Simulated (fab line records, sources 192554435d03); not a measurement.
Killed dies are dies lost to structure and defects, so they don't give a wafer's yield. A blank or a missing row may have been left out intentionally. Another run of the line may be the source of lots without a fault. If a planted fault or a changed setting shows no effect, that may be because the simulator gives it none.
What tool caused it? | flow n5 finfet | 72 wafers from 24 lots sampled at 4 of the route's 1938 steps

WHAT THE GAUGES READ, wafer by wafer
N5_BEOL_M11_INSPECT_13: inspects for defects (brightfield).
lot  | measured     | on                | raw defect count
L075 | day 11 03:50 | defect inspect-02 | 459 556 357
L074 | day 11 04:08 | defect inspect-02 | 372 331 471
L078 | day 11 22:07 | defect inspect-01 | 477 490 545
L076 | day 12 01:11 | defect inspect-01 | 340 282 358
L079 | day 12 03:33 | defect inspect-01 | 332 304 392
L081 | day 12 06:24 | defect inspect-01 | 430 455 390
L080 | day 12 09:26 | defect inspect-02 | 389 362 289
L077 | day 12 06:40 | defect inspect-02 | 255 308 413
L082 | day 13 02:47 | defect inspect-01 | 427 466 375
L083 | day 13 03:07 | defect inspect-02 | 316 451 525
L085 | day 13 04:38 | defect inspect-01 | 589 460 487
L084 | day 13 10:04 | defect inspect-02 | 443 385 413
L087 | day 13 21:13 | defect inspect-02 | 466 320 355
L086 | day 14 01:40 | defect inspect-02 | 342 418 500
L088 | day 14 12:04 | defect inspect-01 | 299 357 320
L090 | day 14 19:11 | defect inspect-01 | 394 305 448
L093 | day 15 02:47 | defect inspect-01 | 334 389 368
L089 | day 15 09:05 | defect inspect-02 | 388 358 420
L092 | day 15 08:52 | defect inspect-01 | 308 444 450
L091 | day 15 09:25 | defect inspect-01 | 375 470 364
L094 | day 15 09:15 | defect inspect-02 | 441 366 289
L096 | day 16 08:08 | defect inspect-02 | 647 503 429
L095 | day 16 07:19 | defect inspect-01 | 415 432 382
L097 | day 16 18:06 | defect inspect-01 | 474 570 366

WHAT TOOL EACH LOT RAN ON (gives the tool, then ch and the chambers of the sampled wafers, and finally the start)
lot  | N5_BEOL_M9_STRIP_80                           | N5_BEOL_M9_ANNEAL_51             | N5_BEOL_M11_PECVD_70
L075 | rie diel-03 ch 2,3, day 10 14:35 or earlier   | rtp anneal-01 ch 0, day 10 14:35 | pecvd-02 ch 0,1,2, day 11 01:39
L074 | rie diel-01 ch 1,3, day 10 15:25 or earlier   | rtp anneal-02 ch 0, day 10 15:25 | pecvd-01 ch 0,1,2, day 11 02:32
L078 | rie diel-04 ch 0,1,2, day 11 08:58 or earlier | rtp anneal-01 ch 0, day 11 08:58 | pecvd-04 ch 0,2, day 11 20:07
L076 | rie diel-03 ch 0,1,2, day 11 13:24 or earlier | rtp anneal-01 ch 0, day 11 13:24 | pecvd-01 ch 0,2, day 11 23:17
L079 | rie diel-01 ch 0,1,3, day 11 17:01 or earlier | rtp anneal-01 ch 0, day 11 17:01 | pecvd-04 ch 0,1, day 12 01:53
L081 | rie diel-04 ch 0,2,3, day 11 20:19 or earlier | rtp anneal-01 ch 0, day 11 20:19 | pecvd-01 ch 0,2, day 12 04:43
L080 | rie diel-01 ch 1,2,3, day 11 22:08 or earlier | rtp anneal-02 ch 0, day 11 22:08 | pecvd-01 ch 0,2, day 12 08:13
L077 | rie diel-03 ch 1,2,3, day 11 22:07 or earlier | rtp anneal-01 ch 0, day 11 22:07 | pecvd-01 ch 1,2, day 12 05:44
L082 | rie diel-01 ch 0,1,3, day 12 13:32 or earlier | rtp anneal-02 ch 0, day 12 13:32 | pecvd-04 ch 0,1,2, day 13 00:13
L083 | rie diel-03 ch 0,3, day 12 16:02 or earlier   | rtp anneal-01 ch 0, day 12 16:02 | pecvd-04 ch 0,1,2, day 13 01:25
L085 | rie diel-04 ch 1,2, day 12 17:54 or earlier   | rtp anneal-01 ch 0, day 12 17:54 | pecvd-01 ch 0,1,2, day 13 03:17
L084 | rie diel-01 ch 0,1,2, day 12 22:33 or earlier | rtp anneal-01 ch 0, day 12 22:33 | pecvd-01 ch 0,1, day 13 08:16
L087 | rie diel-04 ch 1,2, day 13 11:22 or earlier   | rtp anneal-02 ch 0, day 13 11:22 | pecvd-01 ch 0,2, day 13 19:32
L086 | rie diel-03 ch 1,2, day 13 15:01 or earlier   | rtp anneal-01 ch 0, day 13 15:01 | pecvd-04 ch 0,1,2, day 13 23:47
L088 | rie diel-01 ch 1,2,3, day 13 22:40 or earlier | rtp anneal-01 ch 0, day 13 22:40 | pecvd-02 ch 0,1,2, day 14 11:14
L090 | rie diel-04 ch 0,1,3, day 14 08:13 or earlier | rtp anneal-02 ch 0, day 14 08:13 | pecvd-04 ch 1,2, day 14 17:32
L093 | rie diel-04 ch 0,1,2, day 14 16:57 or earlier | rtp anneal-01 ch 0, day 14 16:57 | pecvd-01 ch 0,1, day 15 00:59
L089 | rie diel-04 ch 0,3, day 14 19:13 or earlier   | rtp anneal-01 ch 0, day 14 19:13 | pecvd-04 ch 0,1,2, day 15 04:37
L092 | rie diel-01 ch 0,1,3, day 14 19:09 or earlier | rtp anneal-02 ch 0, day 14 19:09 | pecvd-01 ch 0,1, day 15 04:07
L091 | rie diel-01 ch 0,2,3, day 14 19:58 or earlier | rtp anneal-02 ch 0, day 14 19:58 | pecvd-02 ch 0,1, day 15 06:16
L094 | rie diel-04 ch 0,2, day 14 19:42 or earlier   | rtp anneal-02 ch 0, day 14 19:42 | pecvd-04 ch 1,2, day 15 05:02
L096 | rie diel-01 ch 2,3, day 15 17:52 or earlier   | rtp anneal-02 ch 0, day 15 17:52 | pecvd-04 ch 0,1,2, day 16 06:46
L095 | rie diel-03 ch 0,2, day 15 18:14 or earlier   | rtp anneal-01 ch 0, day 15 18:14 | pecvd-01 ch 0,1, day 16 04:48
L097 | rie diel-04 ch 1,2,3, day 16 03:23 or earlier | rtp anneal-01 ch 0, day 16 03:23 | pecvd-02 ch 0,1,2, day 16 15:51
- N5_BEOL_M9_STRIP_80: strips in N2/H2, time 10 s.
- N5_BEOL_M9_ANNEAL_51: time 90 s.
- N5_BEOL_M11_PECVD_70: deposits SiO2 from TEOS/O2, target thk 20 nm, time 22.7 s.

WHAT THE TOOLS THEMSELVES READ (means of the sampled wafers that have a number; where no wafer has one, the mark that the record gives instead)
N5_BEOL_M9_STRIP_80.
lot  | tool        | drypump motor current A (A) | oes product au (a.u.) | rf vpp V (V) | showerhead plenum p Torr (Torr) | throttle valve pct (%)
L075 | rie diel-03 | 5.8                         | 0.72                  | 58.8         | 2.56                            | 23.8
L074 | rie diel-01 | 5.8                         | 0.74                  | 58.9         | 2.43                            | 24.1
L078 | rie diel-04 | 5.8                         | 0.78                  | 59.8         | 2.46                            | 23.5
L076 | rie diel-03 | 5.6                         | 0.79                  | 59.3         | 2.61                            | 23.7
L079 | rie diel-01 | 5.8                         | 0.76                  | 58.3         | 2.48                            | 23.8
L081 | rie diel-04 | 5.6                         | 0.74                  | 59.2         | 2.49                            | 23.4
L080 | rie diel-01 | 6.0                         | 0.73                  | 59.1         | 2.49                            | 23.9
L077 | rie diel-03 | 5.7                         | 0.73                  | 58.6         | 2.55                            | 23.6
L082 | rie diel-01 | 5.8                         | 0.76                  | 59.0         | 2.48                            | 23.8
L083 | rie diel-03 | 5.9                         | 0.73                  | 59.3         | 2.57                            | 23.9
L085 | rie diel-04 | 5.9                         | 0.73                  | 58.9         | 2.42                            | 23.6
L084 | rie diel-01 | 6.0                         | 0.74                  | 57.9         | 2.54                            | 23.8
L087 | rie diel-04 | 5.9                         | 0.73                  | 58.9         | 2.42                            | 23.7
L086 | rie diel-03 | 5.5                         | 0.76                  | 59.7         | 2.56                            | 23.4
L088 | rie diel-01 | 6.0                         | 0.71                  | 59.1         | 2.48                            | 23.9
L090 | rie diel-04 | 5.5                         | 0.78                  | 59.3         | 2.50                            | 23.3
L093 | rie diel-04 | 5.8                         | 0.86                  | 58.8         | 2.56                            | 23.4
L089 | rie diel-04 | 5.3                         | 0.75                  | 58.6         | 2.53                            | 23.3
L092 | rie diel-01 | 5.8                         | 0.73                  | 59.4         | 2.47                            | 23.9
L091 | rie diel-01 | 5.9                         | 0.74                  | 59.3         | 2.53                            | 23.7
L094 | rie diel-04 | 6.0                         | 0.91                  | 58.9         | 2.66                            | 23.5
L096 | rie diel-01 | 5.9                         | 0.72                  | 59.4         | 2.47                            | 23.8
L095 | rie diel-03 | 5.7                         | 0.77                  | 59.4         | 2.64                            | 23.9
L097 | rie diel-04 | 5.6                         | 0.83                  | 59.1         | 2.56                            | 23.4

N5_BEOL_M9_ANNEAL_51.
lot  | tool          | wafer_temp_C_max
L075 | rtp anneal-01 | 226.4
L074 | rtp anneal-02 | 226.0
L078 | rtp anneal-01 | 226.7
L076 | rtp anneal-01 | 226.3
L079 | rtp anneal-01 | 226.4
L081 | rtp anneal-01 | 226.4
L080 | rtp anneal-02 | 226.1
L077 | rtp anneal-01 | 226.4
L082 | rtp anneal-02 | 225.9
L083 | rtp anneal-01 | 226.8
L085 | rtp anneal-01 | 225.9
L084 | rtp anneal-01 | 226.6
L087 | rtp anneal-02 | 226.2
L086 | rtp anneal-01 | 226.3
L088 | rtp anneal-01 | 226.5
L090 | rtp anneal-02 | 226.3
L093 | rtp anneal-01 | 226.6
L089 | rtp anneal-01 | 226.2
L092 | rtp anneal-02 | 225.9
L091 | rtp anneal-02 | 226.0
L094 | rtp anneal-02 | 225.7
L096 | rtp anneal-02 | 226.3
L095 | rtp anneal-01 | 226.2
L097 | rtp anneal-01 | 226.4

N5_BEOL_M11_PECVD_70.
lot  | tool     | heater power w (W) | rf fwd power W (W) | showerhead plenum p Torr (Torr) | throttle valve pct (%)
L075 | pecvd-02 | 680                | 445.0              | 8.74                            | 22.0
L074 | pecvd-01 | 573                | 445.7              | 8.79                            | 20.9
L078 | pecvd-04 | 652                | 442.9              | 8.75                            | 21.8
L076 | pecvd-01 | 599                | 444.1              | 8.82                            | 21.3
L079 | pecvd-04 | 713                | 445.3              | 8.79                            | 24.9
L081 | pecvd-01 | 545                | 445.2              | 8.86                            | 20.5
L080 | pecvd-01 | 633                | 444.5              | 8.84                            | 21.3
L077 | pecvd-01 | 570                | 445.8              | 8.85                            | 20.3
L082 | pecvd-04 | 692                | 444.1              | 8.77                            | 23.3
L083 | pecvd-04 | 671                | 444.2              | 8.76                            | 23.3
L085 | pecvd-01 | 548                | 445.5              | 8.80                            | 21.0
L084 | pecvd-01 | 586                | 443.5              | 8.78                            | 21.6
L087 | pecvd-01 | 671                | 443.6              | 8.83                            | 21.3
L086 | pecvd-04 | 666                | 443.7              | 8.78                            | 23.5
L088 | pecvd-02 | 688                | 444.9              | 8.75                            | 22.0
L090 | pecvd-04 | 735                | 443.1              | 8.74                            | 22.5
L093 | pecvd-01 | 636                | 446.6              | 8.75                            | 21.4
L089 | pecvd-04 | 639                | 442.5              | 8.77                            | 23.4
L092 | pecvd-01 | 636                | 443.8              | 8.77                            | 21.6
L091 | pecvd-02 | 676                | 446.7              | 8.76                            | 22.1
L094 | pecvd-04 | 673                | 443.7              | 8.74                            | 22.5
L096 | pecvd-04 | 659                | 444.6              | 8.77                            | 23.3
L095 | pecvd-01 | 645                | 442.6              | 8.78                            | 21.7
L097 | pecvd-02 | 668                | 444.7              | 8.74                            | 22.0

THE ANSWER, worked out from the rows above alone
Rule: usual is defined by the lots themselves. The widest of any qualifying gaps counts: lots, ordered by their means at a reading, are off when they make up no more than a third of the lots, leave a main group of 4 or more, and stand apart from it by 3 or more times the standard deviation of that group's means. Not used: any main group whose means are identical at the precision the tables above print for the reading. A lot without any number at a reading at which 4 lots or more have one is off too. The other lots that the step has rows for count as sound. The gauges are gone through in route order, then the tools' own readings, and for those a lot's mean is taken as printed above. At the first step where some lot is off, the reading lying furthest off is the one used; lots without a number count as furthest.
Nothing can be told from this: no lot is off at any reading shown.

WHAT THE SIMULATOR PUT IN
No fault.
